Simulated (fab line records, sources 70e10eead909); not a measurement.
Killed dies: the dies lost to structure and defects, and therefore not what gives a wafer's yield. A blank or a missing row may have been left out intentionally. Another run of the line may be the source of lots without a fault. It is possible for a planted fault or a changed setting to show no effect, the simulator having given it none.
fab line records	flow nand_harc
[record] lots = 24	wafers = 72	last_day = 33
route steps=1302 shown P_M0@267 P_M2@332 P_BONDPAD@368
lots untouched by any fault: they come from a run of this same line in which no faults occurred
start_h: start of the lot's first displayed wafer, in hours after the record's first day	wait_h: time in hours since the lot's previous step	" the same as in the row above	L1.1+2: one row covering several wafers at once	- no value, or no start given	* or withheld: withheld	< > ~ a bound
route shown NAME@n: a module of which the file shows steps, and the number in the route of the first	usual: mean/standard deviation of fault-free wafers	same: alike in all rows	chamber/n: place in a boat	sites: each site's reading	_std_site: the values' standard deviation	_edge_site: inner sites' mean taken away from outer sites' mean	radius_mm: for every site, how far away it sits from the centre of the wafer	mask NAME#n: copy n	behind: the most recent tool/chamber to have shaped the wafer	hold: the reason the lot was held/the length of the hold in hours/how it ended	device: the transistor (n, p or np) that didn't switch	end of line: the tests these same wafers got at the end of their route	step lacking rows: just its recipe	killed: count of dies lost to structure and defects at first sort (not the wafer's yield)	map: dies across one wafer; x = killed, . = not, _ = none there
set.NAME: the setting the step ran with; set.NAME@STEP: the setting that earlier step ran with	model.NAME: the simulator's own value behind a step, which no gauge read
a sample of lots followed through the steps of the route, with each step as a table and each wafer as a row
services: the hour from which a tool's chamber was out of use, counted from the record's first day as start_h (under 0 if before that day), plus the number of hours and why
[[steps]]
[step NHARC_P_M0_ETCH_34]
[recipe] target_depth_a = 400	overetch_a = 120	time_s = 43.94	ion_energy_ev = 200	n2_flow_sccm = 150	h2_flow_sccm = 150	ar_flow_sccm = 0	rf_w = 400	bias_w = 150	chemistry = N2/H2
[usual] drypump_motor_current_A = 5.74/0.26	oes_product_au = 0.998/0.01	rf_vpp_V = 430.8/2.6	showerhead_plenum_p_Torr = 2.05/0.089	throttle_valve_pct = 14.172/0.0089
lot.wafer	tool	chamber	start_h	wait_h	drypump_motor_current_A	oes_product_au	rf_hours_counter_h	rf_vpp_V	showerhead_plenum_p_Torr	throttle_valve_pct
L075.1	rie_diel-13	3	124.70	0.1	5.93	1.002	45	431.3	2.09	14.176
L075.4	"	0	"	"	5.87	0.989	40	433.5	2.14	14.168
L075.5	"	3	"	"	5.92	0.994	-	432.5	2.09	14.161
L074.1	rie_diel-02	1	125.33	0.1	5.16	1.015	23	434.1	2.16	14.179
L074.3	"	0	"	"	6.27	1.011	18	429.4	1.96	14.180
L074.6	"	2	"	"	5.59	1.011	-	428.3	1.90	14.170
L076.1	rie_diel-13	3	138.95	0.1	5.94	1.006	51	431.7	2.08	14.166
L076.4	"	0	"	"	5.84	0.992	45	433.0	2.14	14.163
L076.5	"	2	"	"	5.79	1.001	-	429.0	1.99	14.180
L077.3	rie_diel-12	2	150.48	0.1	5.88	1.003	7	434.3	2.14	14.190
L077.4	"	0	"	"	5.40	1.009	6	426.3	1.92	14.166
L077.6	"	1	"	"	5.36	0.978	-	433.9	2.15	14.187
L078.3	rie_diel-13	1	158.60	0.1	5.91	0.981	50	433.0	2.12	14.172
L078.2	"	0	"	"	5.87	0.990	50	432.7	2.14	14.179
L078.5	"	1	"	"	5.91	0.969	-	433.6	2.12	14.170
L079.1	rie_diel-12	1	171.26	0.1	5.35	0.980	11	433.5	2.15	14.161
L079.3	"	3	"	"	5.82	0.987	10	429.8	2.00	14.169
L079.6	"	0	"	"	5.35	1.013	-	426.6	1.91	14.154
L080.4	rie_diel-13	0	180.46	0.1	5.84	0.998	2	433.5	2.13	14.174
L080.1	"	2	"	"	5.82	0.987	2	429.7	1.98	14.175
L080.6	"	0	"	"	5.85	1.004	-	433.6	2.13	14.173
L081.2	rie_diel-13	3	192.91	0.1	5.94	0.995	6	429.8	2.08	14.171
L081.4	"	1	"	"	5.93	1.001	5	431.4	2.12	14.177
L081.6	"	2	"	"	5.81	0.986	-	429.3	1.98	14.188
L082.3	rie_diel-13	2	207.80	0.1	5.77	0.998	8	428.9	1.98	14.180
L082.4	"	1	"	"	5.93	1.012	9	434.1	2.12	14.168
L082.6	"	3	"	"	5.95	0.998	-	432.7	2.08	14.181
L083.1	rie_diel-12	1	216.22	0.1	5.33	0.984	18	433.3	2.15	14.178
L083.3	"	0	"	"	5.40	1.009	16	427.1	1.91	14.170
L083.5	"	2	"	"	5.90	0.978	-	435.3	2.14	14.166
L084.2	rie_diel-13	3	225.93	0.1	5.91	1.002	12	432.3	2.08	14.177
L084.4	"	1	"	"	5.94	1.000	14	432.6	2.12	14.159
L084.5	"	2	"	"	5.77	1.001	-	428.2	1.98	14.176
L085.2	rie_diel-02	2	234.97	0.1	5.66	0.998	3	427.0	1.89	14.164
L085.3	"	0	"	"	6.27	0.998	6	427.1	1.94	14.166
L085.1	"	1	"	"	5.16	1.014	5	434.8	2.14	14.182
L086.2	rie_diel-12	1	237.30	0.1	5.35	0.981	24	432.3	2.15	14.160
L086.3	"	3	"	"	5.84	1.003	24	428.6	1.99	14.185
L086.6	"	1	"	"	5.33	0.988	-	433.6	2.15	14.165
L087.4	rie_diel-13	0	269.06	0.1	5.88	0.994	28	432.8	2.13	14.170
L087.3	"	1	"	"	5.96	1.001	30	433.9	2.11	14.183
L087.6	"	0	"	"	5.88	1.002	-	433.0	2.13	14.189
L089.4	rie_diel-13	2	269.63	0.1	5.78	0.994	27	429.0	1.98	14.178
L089.1	"	3	"	"	5.91	1.021	27	431.0	2.07	14.171
L089.6	"	1	"	"	5.95	0.997	-	431.9	2.11	14.180
L088.1	rie_diel-02	0	272.09	0.1	6.27	0.992	17	429.1	1.94	14.186
L088.4	"	1	"	"	5.14	1.003	18	433.3	2.14	14.163
L088.5	"	2	"	"	5.66	0.987	-	426.5	1.88	14.161
L090.1	rie_diel-02	2	283.75	0.4	5.65	1.001	21	426.3	1.88	14.166
L090.5	"	3	"	"	5.72	1.005	-	433.0	2.07	14.167
L090.6	"	2	"	"	5.64	1.005	-	425.9	1.88	14.162
L091.3	rie_diel-12	1	287.44	0.1	5.32	0.969	1	433.9	2.14	14.173
L091.2	"	2	"	"	5.88	1.006	1	431.7	2.13	14.182
L091.6	"	1	"	"	5.35	0.983	-	434.0	2.14	14.162
L092.4	rie_diel-12	3	305.69	0.1	5.85	0.987	-	429.3	1.99	14.170
L092.6	"	0	"	"	5.39	0.995	-	425.8	1.91	14.178
L092.5	"	2	"	"	5.90	1.005	-	434.1	2.13	14.180
L093.3	rie_diel-02	0	309.72	0.1	6.30	0.982	24	428.3	1.94	14.168
L093.4	"	2	"	"	5.65	1.005	26	426.2	1.88	14.159
L093.6	"	3	"	"	5.74	0.999	-	432.1	2.07	14.177
L094.1	rie_diel-12	2	321.45	0.1	5.89	0.995	8	432.9	2.13	14.185
L094.2	"	3	"	"	5.83	0.986	8	430.5	1.99	14.159
L094.4	"	3	"	"	5.84	0.983	-	428.4	1.99	14.181
L095.3	rie_diel-13	3	329.64	0.1	5.92	1.020	46	431.6	2.07	14.181
L095.2	"	0	"	"	5.85	1.004	48	433.0	2.12	14.166
L095.6	"	3	"	"	5.92	1.012	-	432.0	2.07	14.173
L096.2	rie_diel-02	3	343.24	0.3	5.71	1.002	40	430.4	2.07	14.175
L096.5	"	3	"	"	5.70	1.004	-	430.9	2.07	14.170
L096.4	"	0	"	"	6.28	1.003	-	427.9	1.93	14.171
L097.2	rie_diel-12	0	346.48	0.1	5.34	0.997	13	426.4	1.90	14.161
L097.4	"	2	"	"	5.88	0.998	13	433.1	2.13	14.189
L097.5	"	0	"	"	5.38	0.995	-	426.8	1.90	14.181
[step NHARC_P_M2_ETCH_35]
[recipe] target_depth_a = 400	overetch_a = 120	time_s = 43.94	ion_energy_ev = 200	n2_flow_sccm = 150	h2_flow_sccm = 150	ar_flow_sccm = 0	rf_w = 400	bias_w = 150	chemistry = N2/H2
[usual] drypump_motor_current_A = 5.8/0.4	oes_product_au = 1.003/0.01	rf_vpp_V = 430/3.1	showerhead_plenum_p_Torr = 2.01/0.11	throttle_valve_pct = 14.172/0.0087
lot.wafer	tool	chamber	start_h	wait_h	drypump_motor_current_A	oes_product_au	rf_hours_counter_h	rf_vpp_V	showerhead_plenum_p_Torr	throttle_valve_pct
L075.4	rie_diel-07	0	132.81	0.1	5.8	1.004	0.1	433	2.13	14.166
L075.1	"	1	"	"	6.2	1.026	0.1	433	2.16	14.159
L075.5	"	1	"	"	6.2	1.015	-	433	2.16	14.176
L074.1	rie_diel-01	1	133.46	0.1	6.0	1.006	4.5	428	1.91	14.172
L074.3	"	3	"	"	6.0	1.016	4.9	427	1.92	14.172
L074.6	"	2	"	"	5.7	1.013	-	427	1.91	14.180
L076.1	rie_diel-03	2	147.16	0.1	5.7	0.999	2.2	428	1.91	14.170
L076.4	"	3	"	"	6.6	0.994	2.0	431	2.02	14.184
L076.5	"	1	"	"	4.9	0.996	-	429	1.95	14.166
L077.4	rie_diel-07	1	158.98	0.1	6.2	1.019	0.6	435	2.16	14.177
L077.3	"	0	"	"	5.8	1.010	0.6	433	2.13	14.175
L077.6	"	1	"	"	6.2	1.018	-	435	2.16	14.173
L078.2	rie_diel-01	3	166.70	0.1	6.0	0.997	6.0	426	1.92	14.165
L078.3	"	0	"	"	5.9	0.987	5.7	429	2.01	14.167
L078.5	"	2	"	"	5.7	1.005	-	427	1.91	14.165
L079.3	rie_diel-07	3	179.48	0.1	5.2	0.994	2.7	434	2.19	14.191
L079.1	"	2	"	"	5.9	0.992	2.5	433	2.11	14.181
L079.6	"	3	"	"	5.2	1.000	-	435	2.19	14.166
L080.4	rie_diel-01	0	189.42	0.1	6.0	1.003	7.6	430	2.01	14.161
L080.1	"	1	"	"	5.9	1.001	7.5	426	1.91	14.162
L080.6	"	0	"	"	6.0	1.004	-	431	2.01	14.164
L081.4	rie_diel-03	3	201.33	0.1	6.6	1.008	3.1	429	2.01	14.168
L081.2	"	0	"	"	5.2	1.016	2.5	429	1.95	14.178
L081.6	"	0	"	"	5.2	1.014	-	428	1.95	14.173
L082.4	rie_diel-03	0	216.03	0.1	5.2	1.012	3.1	428	1.95	14.159
L082.3	"	2	"	"	5.7	1.012	3.8	428	1.91	14.178
L082.6	"	0	"	"	5.2	1.021	-	429	1.95	14.186
L083.3	rie_diel-07	0	224.35	0.1	5.8	0.992	6.5	434	2.13	14.167
L083.1	"	1	"	"	6.2	1.013	6.2	434	2.16	14.187
L083.5	"	0	"	"	5.8	0.999	-	433	2.13	14.165
L084.4	rie_diel-07	0	234.40	0.1	5.8	1.010	6.5	433	2.13	14.188
L084.2	"	1	"	"	6.2	1.016	6.3	435	2.16	14.180
L084.5	"	2	"	"	5.9	0.975	-	431	2.10	14.174
L085.1	rie_diel-07	2	243.37	0.1	5.9	0.990	6.8	433	2.10	14.159
L085.3	"	3	"	"	5.2	1.000	7.0	435	2.19	14.151
L085.2	"	0	"	"	5.8	1.012	6.7	434	2.13	14.168
L086.2	rie_diel-01	1	245.57	0.1	5.9	0.995	1.3	426	1.91	14.160
L086.3	"	0	"	"	5.9	0.983	1.3	430	2.01	14.182
L086.6	"	2	"	"	5.6	1.010	-	427	1.91	14.168
L087.4	rie_diel-07	0	277.16	0.1	5.8	1.017	10.4	433	2.13	14.177
L087.3	"	1	"	"	6.2	1.013	10.2	434	2.16	14.175
L087.6	"	0	"	"	5.8	1.007	-	433	2.13	14.159
L089.4	rie_diel-01	1	277.82	0.1	6.0	1.003	3.4	427	1.91	14.164
L089.1	"	0	"	"	6.0	0.994	3.2	430	2.01	14.166
L089.6	"	2	"	"	5.7	1.002	-	426	1.91	14.173
L088.4	rie_diel-07	0	280.22	0.1	5.8	1.007	10.6	434	2.13	14.179
L088.1	"	1	"	"	6.2	1.017	10.4	434	2.16	14.185
L088.5	"	3	"	"	5.2	0.989	-	434	2.19	14.170
L090.1	rie_diel-01	0	291.97	0.1	5.9	0.977	3.5	431	2.01	14.165
L090.5	"	2	"	"	5.6	0.999	-	427	1.91	14.179
L090.6	"	3	"	"	6.0	1.011	-	427	1.92	14.192
L091.3	rie_diel-01	0	295.54	0.1	6.0	0.991	3.7	430	2.01	14.169
L091.2	"	1	"	"	6.0	0.998	3.9	426	1.91	14.175
L091.6	"	2	"	"	5.7	1.005	-	426	1.91	14.174
L092.4	rie_diel-01	1	313.95	0.1	5.9	0.996	4.1	426	1.91	14.174
L092.5	"	0	"	"	6.0	0.985	-	430	2.01	14.167
L092.6	"	1	"	"	6.0	1.006	-	427	1.91	14.174
L093.4	rie_diel-01	0	317.92	0.1	6.0	0.990	4.0	429	2.01	14.175
L093.3	"	1	"	"	5.9	1.014	4.3	426	1.91	14.180
L093.6	"	1	"	"	5.9	1.001	-	426	1.91	14.173
L094.1	rie_diel-03	1	329.75	0.1	4.8	1.002	1.9	427	1.95	14.160
L094.4	"	2	"	"	5.7	1.017	1.4	427	1.91	14.159
L094.2	"	3	"	"	6.6	1.007	1.3	431	2.01	14.171
L095.3	rie_diel-01	0	337.87	0.1	5.9	0.982	4.9	430	2.01	14.170
L095.2	"	1	"	"	5.9	0.998	5.0	425	1.91	14.179
L095.6	"	3	"	"	6.0	1.020	-	426	1.92	14.171
L096.2	rie_diel-01	1	351.82	0.1	5.9	0.989	6.4	427	1.91	14.163
L096.4	"	3	"	"	6.0	1.003	5.9	426	1.92	14.179
L096.5	"	1	"	"	5.9	0.993	-	425	1.91	14.175
L097.4	rie_diel-03	1	354.93	0.1	4.9	1.005	5.0	428	1.95	14.163
L097.2	"	0	"	"	5.2	1.010	5.1	428	1.95	14.180
L097.5	"	2	"	"	5.7	1.018	-	426	1.91	14.170
[step NHARC_P_M2_PRE_CLEAN_30]
[recipe] time_s = 30	temp_c = 280	gas = H2/He
[usual] heater_power_w = 388/30
lot.wafer	tool	chamber	start_h	wait_h	heater_power_w
L075.1	pvd_sputter-02	-	-	-	371
L075.4	"	-	"	"	427
L075.5	"	-	"	"	402
L074.3	pvd_sputter-01	-	-	-	428
L074.1	"	-	"	"	331
L074.6	"	-	"	"	423
L076.1	pvd_sputter-01	-	-	-	394
L076.4	"	-	"	"	374
L076.5	"	-	"	"	326
L077.3	pvd_sputter-01	-	-	-	391
L077.4	"	-	"	"	433
L077.6	"	-	"	"	387
L078.3	pvd_sputter-02	-	-	-	413
L078.2	"	-	"	"	368
L078.5	"	-	"	"	418
L079.3	pvd_sputter-03	-	-	-	411
L079.1	"	-	"	"	369
L079.6	"	-	"	"	429
L080.1	pvd_sputter-02	-	-	-	406
L080.4	"	-	"	"	370
L080.6	"	-	"	"	413
L081.4	pvd_sputter-02	-	-	-	426
L081.2	"	-	"	"	409
L081.6	"	-	"	"	430
L082.4	pvd_sputter-02	-	-	-	375
L082.3	"	-	"	"	401
L082.6	"	-	"	"	417
L083.3	pvd_sputter-02	-	-	-	426
L083.1	"	-	"	"	424
L083.5	"	-	"	"	415
L084.4	pvd_sputter-03	-	-	-	423
L084.2	"	-	"	"	365
L084.5	"	-	"	"	344
L085.2	pvd_sputter-01	-	-	-	409
L085.1	"	-	"	"	398
L085.3	"	-	"	"	335
L086.2	pvd_sputter-03	-	-	-	376
L086.3	"	-	"	"	366
L086.6	"	-	"	"	351
L087.4	pvd_sputter-03	-	-	-	346
L087.3	"	-	"	"	370
L087.6	"	-	"	"	353
L089.1	pvd_sputter-02	-	-	-	416
L089.4	"	-	"	"	360
L089.6	"	-	"	"	406
L088.1	pvd_sputter-01	-	-	-	392
L088.4	"	-	"	"	398
L088.5	"	-	"	"	326
L090.1	pvd_sputter-01	-	-	-	391
L090.6	"	-	"	"	394
L090.5	"	-	"	"	409
L091.2	pvd_sputter-01	-	-	-	381
L091.3	"	-	"	"	393
L091.6	"	-	"	"	396
L092.4	pvd_sputter-03	-	-	-	425
L092.5	"	-	"	"	417
L092.6	"	-	"	"	346
L093.3	pvd_sputter-02	-	-	-	414
L093.4	"	-	"	"	346
L093.6	"	-	"	"	413
L094.4	pvd_sputter-03	-	-	-	373
L094.2	"	-	"	"	415
L094.1	"	-	"	"	355
L095.3	pvd_sputter-01	-	-	-	335
L095.2	"	-	"	"	415
L095.6	"	-	"	"	387
L096.2	pvd_sputter-02	-	-	-	349
L096.4	"	-	"	"	398
L096.5	"	-	"	"	361
L097.2	pvd_sputter-01	-	-	-	383
L097.4	"	-	"	"	414
L097.5	"	-	"	"	335
[step NHARC_P_M2_INSPECT_27]
[usual] raw_defect_count = 330/120
lot.wafer	tool	chamber	start_h	wait_h	raw_defect_count
L075.1	defect_inspect-02	-	135.30	0.0	308
L075.4	"	-	"	"	289
L075.5	"	-	"	"	316
L074.1	defect_inspect-02	-	136.43	0.0	160
L074.3	"	-	"	"	420
L074.6	"	-	"	"	258
L076.1	defect_inspect-01	-	149.64	0.0	356
L076.4	"	-	"	"	262
L076.5	"	-	"	"	227
L077.3	defect_inspect-02	-	161.46	0.0	205
L077.4	"	-	"	"	136
L077.6	"	-	"	"	281
L078.2	defect_inspect-01	-	169.19	0.0	374
L078.3	"	-	"	"	141
L078.5	"	-	"	"	260
L079.1	defect_inspect-01	-	182.04	0.0	430
L079.3	"	-	"	"	328
L079.6	"	-	"	"	374
L080.1	defect_inspect-02	-	191.96	0.0	309
L080.4	"	-	"	"	630
L080.6	"	-	"	"	502
L081.2	defect_inspect-02	-	203.84	0.0	330
L081.4	"	-	"	"	394
L081.6	"	-	"	"	248
L082.3	defect_inspect-02	-	218.51	0.0	357
L082.4	"	-	"	"	314
L082.6	"	-	"	"	580
L083.1	defect_inspect-01	-	226.84	0.0	449
L083.3	"	-	"	"	417
L083.5	"	-	"	"	410
L084.2	defect_inspect-02	-	236.88	0.0	547
L084.4	"	-	"	"	384
L084.5	"	-	"	"	205
L085.1	defect_inspect-02	-	246.40	0.0	265
L085.2	"	-	"	"	187
L085.3	"	-	"	"	194
L086.2	defect_inspect-01	-	248.07	0.0	380
L086.3	"	-	"	"	215
L086.6	"	-	"	"	397
L087.3	defect_inspect-02	-	279.68	0.0	498
L087.4	"	-	"	"	673
L087.6	"	-	"	"	503
L089.1	defect_inspect-02	-	280.33	0.0	229
L089.4	"	-	"	"	338
L089.6	"	-	"	"	309
L088.1	defect_inspect-01	-	282.70	0.0	289
L088.4	"	-	"	"	391
L088.5	"	-	"	"	525
L090.1	defect_inspect-01	-	294.48	0.0	504
L090.5	"	-	"	"	277
L090.6	"	-	"	"	483
L091.2	defect_inspect-01	-	298.02	0.0	170
L091.3	"	-	"	"	126
L091.6	"	-	"	"	205
L092.4	defect_inspect-02	-	316.44	0.0	329
L092.5	"	-	"	"	716
L092.6	"	-	"	"	249
L093.3	defect_inspect-01	-	320.40	0.0	177
L093.4	"	-	"	"	439
L093.6	"	-	"	"	294
L094.1	defect_inspect-02	-	332.27	0.0	478
L094.2	"	-	"	"	313
L094.4	"	-	"	"	400
L095.2	defect_inspect-02	-	340.39	0.0	234
L095.3	"	-	"	"	266
L095.6	"	-	"	"	414
L096.2	defect_inspect-02	-	354.45	0.0	391
L096.4	"	-	"	"	517
L096.5	"	-	"	"	394
L097.2	defect_inspect-02	-	357.47	0.0	253
L097.4	"	-	"	"	264
L097.5	"	-	"	"	172
[step NHARC_P_M2_PRE_CLEAN_32]
[recipe] time_s = 12	temp_c = 370	rf_power_w = 300	gas = NH3
[usual] heater_power_outer_w = 345/50	heater_power_w = 597/78
lot.wafer	tool	chamber	start_h	wait_h	heater_power_outer_w	heater_power_w
L075.1	pecvd-02	0	135.38	0.1	278	475
L075.4	"	2	"	"	323	550
L075.5	"	0	"	"	279	474
L074.3	pecvd-04	0	136.50	0.1	337	629
L074.1	"	2	"	"	410	695
L074.6	"	0	"	"	338	647
L076.1	pecvd-02	2	149.73	0.1	313	555
L076.4	"	1	"	"	382	688
L076.5	"	0	"	"	286	501
L077.3	pecvd-02	0	161.55	0.1	273	469
L077.4	"	1	"	"	325	595
L077.6	"	2	"	"	330	575
L078.2	pecvd-01	0	169.28	0.1	387	616
L078.3	"	1	"	"	341	605
L078.5	"	2	"	"	395	668
L079.1	pecvd-02	1	182.12	0.1	324	590
L079.3	"	2	"	"	292	524
L079.6	"	0	"	"	323	535
L080.1	pecvd-01	2	192.09	0.1	341	603
L080.4	"	2	"	"	334	580
L080.6	"	2	"	"	347	601
L081.2	pecvd-01	1	203.94	0.1	278	522
L081.6	"	0	"	"	328	553
L081.4	"	1	"	"	288	523
L082.3	pecvd-01	1	218.59	0.1	288	546
L082.4	"	0	"	"	324	531
L082.6	"	2	"	"	358	623
L083.1	pecvd-02	1	226.91	0.1	360	628
L083.3	"	2	"	"	313	559
L083.5	"	0	"	"	316	511
L084.2	pecvd-01	2	236.97	0.1	327	587
L084.5	"	0	"	"	398	622
L084.4	"	2	"	"	326	575
L085.1	pecvd-04	1	246.46	0.1	425	741
L085.3	"	2	"	"	391	664
L085.2	"	0	"	"	426	756
L086.3	pecvd-04	1	248.15	0.1	439	737
L086.2	"	2	"	"	403	690
L086.6	"	2	"	"	414	679
L087.3	pecvd-02	0	279.77	0.1	289	502
L087.6	"	1	"	"	280	521
L087.4	"	2	"	"	311	564
L089.1	pecvd-02	1	280.43	0.1	280	517
L089.4	"	2	"	"	317	555
L089.6	"	0	"	"	277	467
L088.1	pecvd-01	0	282.77	0.1	326	546
L088.4	"	0	"	"	349	556
L088.5	"	2	"	"	397	649
L090.1	pecvd-04	0	294.55	0.1	435	744
L090.5	"	0	"	"	438	742
L090.6	"	1	"	"	438	741
L091.2	pecvd-02	0	298.09	0.1	259	456
L091.3	"	1	"	"	290	527
L091.6	"	0	"	"	265	457
L092.6	pecvd-04	2	316.54	0.1	420	711
L092.5	"	0	"	"	393	699
L092.4	"	1	"	"	448	768
L093.3	pecvd-02	0	320.71	0.3	309	511
L093.6	"	0	"	"	306	501
L093.4	"	1	"	"	347	613
L094.2	pecvd-02	2	332.35	0.1	339	591
L094.1	"	0	"	"	273	471
L094.4	"	2	"	"	327	589
L095.2	pecvd-01	0	340.71	0.3	345	559
L095.3	"	1	"	"	276	504
L095.6	"	0	"	"	341	550
L096.2	pecvd-02	1	354.51	0.1	356	619
L096.5	"	1	"	"	347	583
L096.4	"	0	"	"	307	524
L097.2	pecvd-01	0	357.53	0.1	399	644
L097.5	"	0	"	"	396	637
L097.4	"	2	"	"	427	707
[step NHARC_P_BONDPAD_ETCH_37]
[recipe] target_depth_a = 600	overetch_a = 180	time_s = 65.91	ion_energy_ev = 200	n2_flow_sccm = 150	h2_flow_sccm = 150	ar_flow_sccm = 0	rf_w = 400	bias_w = 150	chemistry = N2/H2
[usual] drypump_motor_current_A = 5.9/0.35	oes_product_au = 1.001/0.01	rf_vpp_V = 431.2/2.6	showerhead_plenum_p_Torr = 2.06/0.088	throttle_valve_pct = 14.172/0.0096
lot.wafer	tool	chamber	start_h	wait_h	drypump_motor_current_A	oes_product_au	rf_hours_counter_h	rf_vpp_V	showerhead_plenum_p_Torr	throttle_valve_pct
L075.1	rie_diel-10	0	137.26	0.1	5.6	0.994	4.7	434.3	2.18	14.172
L075.4	"	2	"	"	6.1	1.001	5.4	430.4	2.02	14.164
L075.5	"	3	"	"	5.2	0.993	-	431.3	2.08	14.157
L074.3	rie_diel-10	0	138.52	0.1	5.6	0.988	4.8	435.9	2.18	14.182
L074.1	"	1	"	"	5.9	1.004	4.7	432.9	2.16	14.187
L074.6	"	1	"	"	5.9	1.002	-	435.7	2.16	14.196
L076.1	rie_diel-10	3	151.72	0.1	5.2	1.014	5.9	432.6	2.08	14.178
L076.4	"	0	"	"	5.6	0.993	5.2	434.7	2.18	14.169
L076.5	"	0	"	"	5.5	1.002	-	434.3	2.18	14.174
L077.3	rie_diel-10	0	163.55	0.1	5.6	1.002	5.4	433.2	2.18	14.169
L077.4	"	1	"	"	5.9	1.007	5.3	433.5	2.16	14.179
L077.6	"	0	"	"	5.6	0.987	-	435.4	2.18	14.165
L078.2	rie_diel-06	3	171.15	0.1	5.8	1.024	0.3	433.7	2.16	14.175
L078.3	"	1	"	"	6.5	0.992	0.4	432.8	2.09	14.173
L078.5	"	3	"	"	5.8	1.020	-	435.2	2.16	14.173
L079.1	rie_diel-10	1	184.16	0.1	5.9	1.008	7.9	434.7	2.16	14.154
L079.3	"	3	"	"	5.2	1.015	8.5	431.2	2.08	14.170
L079.6	"	1	"	"	5.9	0.997	-	434.8	2.16	14.162
L080.1	rie_diel-06	2	194.33	0.1	5.9	1.000	0.8	430.0	2.07	14.164
L080.4	"	1	"	"	6.6	0.982	0.8	432.6	2.09	14.184
L080.6	"	2	"	"	5.9	1.015	-	432.0	2.07	14.160
L081.2	rie_diel-06	3	205.80	0.1	5.8	1.009	0.9	435.0	2.16	14.173
L081.4	"	2	"	"	5.9	1.025	0.9	431.5	2.07	14.174
L081.6	"	0	"	"	6.0	1.010	-	427.5	1.93	14.154
L082.4	rie_diel-10	3	220.58	0.1	5.2	0.999	9.9	431.3	2.08	14.178
L082.3	"	2	"	"	6.2	1.007	8.7	428.4	2.02	14.185
L082.6	"	3	"	"	5.2	0.995	-	431.9	2.08	14.158
L083.1	rie_diel-06	2	228.81	0.1	5.9	1.004	1.6	432.4	2.07	14.162
L083.3	"	3	"	"	5.8	1.004	1.6	435.1	2.16	14.165
L083.5	"	1	"	"	6.5	0.995	-	430.5	2.09	14.184
L084.4	rie_diel-05	1	238.96	0.1	6.3	1.017	0.0	430.7	2.03	14.176
L084.2	"	2	"	"	6.1	0.986	0.0	435.0	2.16	14.166
L084.5	"	3	"	"	6.1	0.984	-	427.6	1.94	14.156
L085.2	rie_diel-05	3	248.48	0.1	6.1	0.982	0.8	427.9	1.94	14.174
L085.3	"	0	"	"	5.5	1.002	0.8	429.3	1.99	14.173
L085.1	"	2	"	"	6.1	1.001	1.2	433.4	2.16	14.166
L086.2	rie_diel-05	0	250.17	0.1	5.5	1.008	0.9	427.4	1.99	14.171
L086.3	"	2	"	"	6.1	1.005	1.3	433.0	2.16	14.168
L086.6	"	0	"	"	5.5	1.010	-	429.3	1.99	14.174
L087.3	rie_diel-05	1	281.66	0.1	6.2	1.004	1.9	430.3	2.03	14.165
L087.4	"	2	"	"	6.1	0.989	1.8	434.6	2.16	14.163
L087.6	"	3	"	"	6.1	1.002	-	426.6	1.94	14.185
L089.4	rie_diel-05	0	282.41	0.1	5.5	0.995	1.6	429.4	1.99	14.167
L089.1	"	2	"	"	6.1	0.987	1.8	434.0	2.16	14.177
L089.6	"	0	"	"	5.5	1.013	-	429.7	1.99	14.176
L088.1	rie_diel-05	2	284.79	0.1	6.1	1.002	2.0	434.5	2.16	14.179
L088.4	"	0	"	"	5.5	0.994	1.9	428.8	1.99	14.162
L088.5	"	2	"	"	6.1	0.990	-	433.3	2.16	14.153
L090.1	rie_diel-06	0	296.56	0.1	6.0	0.988	3.2	428.0	1.93	14.174
L090.6	"	3	"	"	5.8	0.998	-	435.2	2.16	14.170
L090.5	"	0	"	"	6.0	0.982	-	429.7	1.93	14.175
L091.3	rie_diel-05	3	300.00	0.1	6.1	0.986	2.0	427.8	1.94	14.181
L091.2	"	1	"	"	6.2	1.020	2.5	431.2	2.03	14.159
L091.6	"	2	"	"	6.1	0.997	-	431.8	2.16	14.163
L092.4	rie_diel-10	3	318.55	0.1	5.2	1.004	4.2	433.8	2.08	14.181
L092.6	"	1	"	"	5.9	1.008	-	432.6	2.16	14.163
L092.5	"	2	"	"	6.2	0.998	-	428.9	2.02	14.167
L093.3	rie_diel-06	0	322.70	0.1	6.0	1.001	0.2	427.3	1.93	14.174
L093.4	"	2	"	"	5.9	1.012	0.3	432.1	2.07	14.161
L093.6	"	3	"	"	5.8	1.014	-	432.4	2.16	14.178
L094.2	rie_diel-06	0	334.24	0.1	6.0	1.008	0.7	428.4	1.93	14.192
L094.1	"	1	"	"	6.5	0.994	0.7	432.4	2.09	14.159
L094.4	"	3	"	"	5.8	1.001	0.9	433.2	2.16	14.188
L095.2	rie_diel-05	1	342.57	0.1	6.3	1.019	5.0	431.4	2.03	14.175
L095.3	"	0	"	"	5.5	1.004	3.9	428.9	1.99	14.179
L095.6	"	1	"	"	6.3	1.016	-	430.5	2.03	14.160
L096.2	rie_diel-05	1	356.56	0.1	6.2	1.018	5.2	429.7	2.03	14.195
L096.4	"	2	"	"	6.1	0.999	6.1	434.4	2.16	14.167
L096.5	"	0	"	"	5.5	0.998	-	428.9	1.99	14.181
L097.2	rie_diel-06	2	359.59	0.1	5.9	1.012	1.2	430.5	2.07	14.149
L097.4	"	2	"	"	5.9	1.010	-	432.1	2.07	14.165
L097.5	"	3	"	"	5.8	1.017	-	432.8	2.16	14.174
[[services]]
tool	chamber	start_h	hours	kind
pvd_sputter-02	-	104.00	10.0	pm
rie_diel-13	0	130.13	4.5	repair
pvd_sputter-02	-	138.97	1.7	repair
rie_diel-05	1	161.60	3.1	repair
rie_diel-13	-	165.00	9.0	pm
pvd_sputter-01	-	170.39	7.5	repair
rie_diel-05	-	172.19	4.8	repair
pecvd-02	-	180.46	1.0	repair
pecvd-02	-	200.81	1.3	repair
rie_diel-01	-	203.90	9.0	pm
pvd_sputter-01	-	226.02	10.0	pm
pecvd-02	-	227.32	13.0	pm
rie_diel-05	-	229.60	9.0	pm
pvd_sputter-02	-	237.16	14.7	repair
rie_diel-13	2	274.74	15.4	repair
pecvd-02	-	277.12	0.7	repair
rie_diel-01	-	280.73	0.5	repair
pvd_sputter-02	-	282.00	10.0	pm
rie_diel-05	0	294.30	8.2	repair
rie_diel-13	2	296.18	5.9	repair
pvd_sputter-02	-	332.00	7.5	repair
rie_diel-13	-	342.08	9.0	pm
rie_diel-01	3	344.68	1.6	repair
rie_diel-13	1	351.99	40.0	repair
[[key]]
fault none
